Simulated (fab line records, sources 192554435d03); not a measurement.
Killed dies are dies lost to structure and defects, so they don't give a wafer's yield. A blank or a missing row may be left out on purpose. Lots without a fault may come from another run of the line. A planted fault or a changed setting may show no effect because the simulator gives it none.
Which tool did it? | flow n5_finfet | 10 lots, 30 wafers sampled, at 5 steps of a route of 1938

WHAT THE GAUGES READ, wafer by wafer
N5_BEOL_M4_CD_MEAS_28: target cd 26.2 nm, target cd y 24.1 nm. Usual: cd_nm 26.20 nm, standard deviation 0.21.
lot  | measured     | on        | cd_nm (nm)        | flag
L866 | day 7 12:43  | cd_sem-02 | 26.21 26.42 26.33 |
L867 | day 7 16:12  | cd_sem-03 | 26.08 26.05 26.45 |
L869 | day 7 23:25  | cd_sem-03 | 26.13 26.24 26.11 |
L870 | day 8 09:33  | cd_sem-03 | 26.12 26.43 26.08 |
L872 | day 9 02:56  | cd_sem-02 | 26.24 25.67 26.34 |
L873 | day 9 03:37  | cd_sem-03 | 26.12 26.30 25.96 |
L883 | day 11 13:07 | cd_sem-02 | 25.98 26.34 26.16 |
L884 | day 12 09:57 | cd_sem-01 | 26.34 25.56 26.40 |
L886 | day 12 12:36 | cd_sem-03 | 25.79 26.15 26.59 |
L889 | day 13 03:42 | cd_sem-02 | 26.47 25.94 26.29 |

N5_BEOL_M4_RC_MEAS_101. Usual: DIBL_N 36.1 mV/V, standard deviation 1.3; DIBL_P 36.3 mV/V, standard deviation 1.4; IOFF_N 0.162 nA/um, standard deviation 0.024; IOFF_P 0.22 nA/um, standard deviation 0.033; ION_N 674 uA/um, standard deviation 9.9; ION_P 464 uA/um, standard deviation 7.6; SS_N 71.6 mV/dec, standard deviation 0.53; SS_P 73.4 mV/dec, standard deviation 0.55; VT_N 249.4 mV, standard deviation 2.9; VT_P -249 mV, standard deviation 3.3.
lot  | measured     | on        | DIBL_N (mV/V)  | DIBL_P (mV/V)  | IOFF_N (nA/um)    | IOFF_P (nA/um) | ION_N (uA/um) | ION_P (uA/um) | SS_N (mV/dec)  | SS_P (mV/dec)  | VT_N (mV)         | VT_P (mV)      | flag
L866 | day 7 22:31  | prober-02 | 36.7 37.0 36.6 | 36.0 36.1 36.4 | 0.138 0.136 0.138 | 0.19 0.19 0.19 | 660 654 662   | 454 448 456   | 71.7 71.4 71.4 | 73.4 73.6 73.4 | 253.4 254.5 252.0 | -253 -252 -251 |
L867 | day 8 04:13  | prober-02 | 37.1 36.4 35.0 | 37.7 37.5 34.8 | 0.190 0.172 0.144 | 0.26 0.24 0.20 | 702 674 669   | 481 467 463   | 72.4 71.5 71.5 | 73.6 73.7 73.3 | 245.7 248.4 249.2 | -245 -245 -250 |
L869 | day 8 08:53  | prober-02 | 36.4 38.2 37.0 | 35.9 36.9 35.8 | 0.175 0.215 0.197 | 0.26 0.27 0.26 | 677 685 685   | 466 471 471   | 71.8 72.2 71.9 | 74.6 73.7 74.0 | 248.3 245.3 245.5 | -245 -245 -246 |
L870 | day 8 19:02  | prober-01 | 36.3 35.9 36.3 | 35.9 35.8 35.8 | 0.191 0.176 0.186 | 0.26 0.26 0.26 | 679 675 693   | 470 474 477   | 71.9 72.2 71.1 | 74.5 74.1 73.0 | 246.7 245.9 243.3 | -245 -245 -245 |
L872 | day 9 10:20  | prober-02 | 37.9 36.6 36.2 | 37.4 35.6 35.0 | 0.166 0.160 0.143 | 0.25 0.24 0.22 | 660 668 670   | 459 468 468   | 72.1 71.6 71.4 | 73.6 73.8 73.0 | 248.5 248.5 249.0 | -246 -245 -244 |
L873 | day 9 10:22  | prober-01 | 36.7 36.6 37.6 | 37.3 36.2 37.2 | 0.166 0.155 0.177 | 0.20 0.20 0.21 | 670 672 670   | 454 460 452   | 70.2 71.3 71.9 | 72.8 72.9 73.0 | 248.5 248.3 248.4 | -250 -255 -252 |
L883 | day 11 23:51 | prober-02 | 36.5 34.6 35.2 | 37.6 35.0 35.9 | 0.176 0.140 0.153 | 0.24 0.20 0.22 | 675 670 677   | 464 463 468   | 72.2 71.5 72.1 | 73.6 72.8 73.0 | 247.8 248.8 250.4 | -248 -250 -250 |
L884 | day 12 17:29 | prober-02 | 33.9 37.8 36.2 | 33.6 37.9 35.7 | 0.112 0.183 0.145 | 0.17 0.23 0.19 | 653 672 665   | 455 463 454   | 70.4 71.9 71.2 | 72.4 73.9 72.7 | 253.9 248.7 253.0 | -253 -250 -252 |
L886 | day 12 20:35 | prober-02 | 38.8 36.9 37.9 | 38.9 36.9 38.3 | 0.210 0.172 0.193 | 0.26 0.23 0.24 | 690 682 681   | 472 468 466   | 72.5 72.1 71.6 | 74.0 73.4 74.0 | 246.8 248.5 247.4 | -249 -248 -249 |
L889 | day 13 09:01 | prober-01 | 36.1 33.7 37.4 | 37.0 33.6 37.4 | 0.164 0.123 0.182 | 0.22 0.18 0.22 | 672 669 674   | 464 464 459   | 70.8 70.5 72.0 | 73.1 72.3 73.4 | 251.3 252.1 246.8 | -248 -251 -249 |

WHICH TOOL RAN EACH LOT (tool, then ch and the chambers of the sampled wafers, then the start)
lot  | N5_BEOL_M4_STRIP_66                | N5_BEOL_M4_HM_OPEN_17             | N5_BEOL_M4_COAT_22
L866 | rie_diel-05 ch 0,2,3, day 7 12:10  | rie_metal-02 ch 0,1, day 7 12:14  | litho_track-05 ch 0, day 7 12:26
L867 | rie_diel-05 ch 0,2,3, day 7 15:32  | rie_metal-02 ch 0,1, day 7 15:36  | litho_track-05 ch 0, day 7 15:48
L869 | rie_diel-06 ch 1,3, day 7 22:52    | rie_metal-03 ch 0,1, day 7 22:55  | litho_track-04 ch 0, day 7 23:08
L870 | rie_diel-05 ch 0,1,3, day 8 09:01  | rie_metal-03 ch 0,1, day 8 09:03  | litho_track-05 ch 0, day 8 09:17
L872 | rie_diel-05 ch 0,2,3, day 9 02:13  | rie_metal-02 ch 0,1, day 9 02:15  | litho_track-05 ch 0, day 9 02:40
L873 | rie_diel-05 ch 1,2,3, day 9 02:56  | rie_metal-01 ch 1, day 9 02:58    | litho_track-05 ch 0, day 9 03:20
L883 | rie_diel-02 ch 0,1,2, day 11 12:34 | rie_metal-01 ch 0,1, day 11 12:37 | litho_track-01 ch 0, day 11 12:50
L884 | rie_diel-05 ch 0,1,2, day 12 09:25 | rie_metal-01 ch 0,1, day 12 09:27 | litho_track-01 ch 0, day 12 09:40
L886 | rie_diel-05 ch 0,1,2, day 12 12:04 | rie_metal-01 ch 0,1, day 12 12:06 | litho_track-04 ch 0, day 12 12:19
L889 | rie_diel-05 ch 2,3, day 13 03:02   | rie_metal-01 ch 0,1, day 13 03:07 | litho_track-05 ch 0, day 13 03:18
- N5_BEOL_M4_STRIP_66: strips in CF4.
- N5_BEOL_M4_HM_OPEN_17: chemistry Cl2/BCl3, target TiN, target depth 20 nm, overetch 6 nm.
- N5_BEOL_M4_COAT_22: resist thk 30 nm.

WHAT THE TOOLS THEMSELVES READ (means of the sampled wafers that have a number; where no wafer has one, the mark that the record gives instead)
N5_BEOL_M4_STRIP_66. Usual: drypump_motor_current_A 5.8 A, standard deviation 0.35; oes_product_au 0.84 a.u., standard deviation 0.088; rf_vpp_V 271.5 V, standard deviation 1.5; showerhead_plenum_p_Torr 1.81 Torr, standard deviation 0.066; throttle_valve_pct 13.54 %, standard deviation 0.29.
lot  | tool        | drypump_motor_current_A (A) | oes_product_au (a.u.) | rf_vpp_V (V) | showerhead_plenum_p_Torr (Torr) | throttle_valve_pct (%) | flag
L866 | rie_diel-05 | 5.8                         | 0.83                  | 271.9        | 1.84                            | 13.73                  |
L867 | rie_diel-05 | 5.8                         | 0.83                  | 273.3        | 1.84                            | 13.73                  |
L869 | rie_diel-06 | 5.3                         | 0.71                  | 272.5        | 1.83                            | 13.95                  |
L870 | rie_diel-05 | 5.6                         | 0.91                  | 270.9        | 1.81                            | 13.49                  |
L872 | rie_diel-05 | 5.8                         | 0.80                  | 271.4        | 1.83                            | 13.76                  |
L873 | rie_diel-05 | 5.7                         | 0.85                  | 270.7        | 1.79                            | 13.56                  |
L883 | rie_diel-02 | 5.8                         | 0.82                  | 270.3        | 1.74                            | 13.49                  |
L884 | rie_diel-05 | 5.7                         | 0.87                  | 272.5        | 1.82                            | 13.57                  |
L886 | rie_diel-05 | 5.7                         | 0.87                  | 272.4        | 1.83                            | 13.59                  |
L889 | rie_diel-05 | 5.8                         | 0.86                  | 271.7        | 1.78                            | 13.48                  |

N5_BEOL_M4_HM_OPEN_17. Usual: drypump_motor_current_A 5.7 A, standard deviation 0.58; oes_product_au 0.64 a.u., standard deviation 0.1; throttle_valve_pct 22.10 %, standard deviation 0.23.
lot  | tool         | drypump_motor_current_A (A) | oes_product_au (a.u.) | throttle_valve_pct (%) | flag
L866 | rie_metal-02 | 5.5                         | 0.60                  | 21.93                  |
L867 | rie_metal-02 | 5.4                         | 0.66                  | 22.00                  |
L869 | rie_metal-03 | 5.6                         | 0.54                  | 22.35                  |
L870 | rie_metal-03 | 5.5                         | 0.55                  | 22.39                  |
L872 | rie_metal-02 | 5.4                         | 0.65                  | 22.00                  |
L873 | rie_metal-01 | 5.2                         | 0.50                  | 22.27                  |
L883 | rie_metal-01 | 5.7                         | 0.78                  | 22.01                  |
L884 | rie_metal-01 | 6.2                         | 0.71                  | 21.93                  |
L886 | rie_metal-01 | 6.3                         | 0.70                  | 21.94                  |
L889 | rie_metal-01 | 5.7                         | 0.75                  | 22.00                  |

N5_BEOL_M4_COAT_22. Usual: chill_plate_temp_C 23.00 C, standard deviation 0.1; spin_speed_rpm 1500.0 rpm, standard deviation 0.95.
lot  | tool           | chill_plate_temp_C (C) | spin_speed_rpm (rpm) | flag
L866 | litho_track-05 | 22.99                  | 1500.1               |
L867 | litho_track-05 | 23.01                  | 1500.0               |
L869 | litho_track-04 | 23.05                  | 1499.6               |
L870 | litho_track-05 | 23.10                  | 1499.7               |
L872 | litho_track-05 | 23.06                  | 1414.7               | OFF
L873 | litho_track-05 | 23.00                  | 1413.5               | OFF
L883 | litho_track-01 | 23.10                  | 1499.9               |
L884 | litho_track-01 | 23.13                  | 1500.1               |
L886 | litho_track-04 | 22.91                  | 1499.8               |
L889 | litho_track-05 | 23.02                  | 1499.4               |

THE ANSWER, worked out from the rows above alone
Rule: a lot is off if the mean of its wafers that have a number lies more than 3 standard deviations from the usual mean. A lot without any number at a reading at which 4 lots or more have one is off too. The other lots that the step has rows for count as sound. The gauges are gone through in route order, then the tools' own readings, and for those a lot's mean is taken as printed above. The first step at which some lot is off is used, and at that step the reading that is off furthest; a lot without a number counts as furthest.
Off: L872, L873, at N5_BEOL_M4_COAT_22 (spin_speed_rpm).
A tool fits if, at that step or a process step before it, it ran every lot that is off, and no sound lot after the first of them. None of those tried fits.

WHAT THE SIMULATOR HAD PUT IN
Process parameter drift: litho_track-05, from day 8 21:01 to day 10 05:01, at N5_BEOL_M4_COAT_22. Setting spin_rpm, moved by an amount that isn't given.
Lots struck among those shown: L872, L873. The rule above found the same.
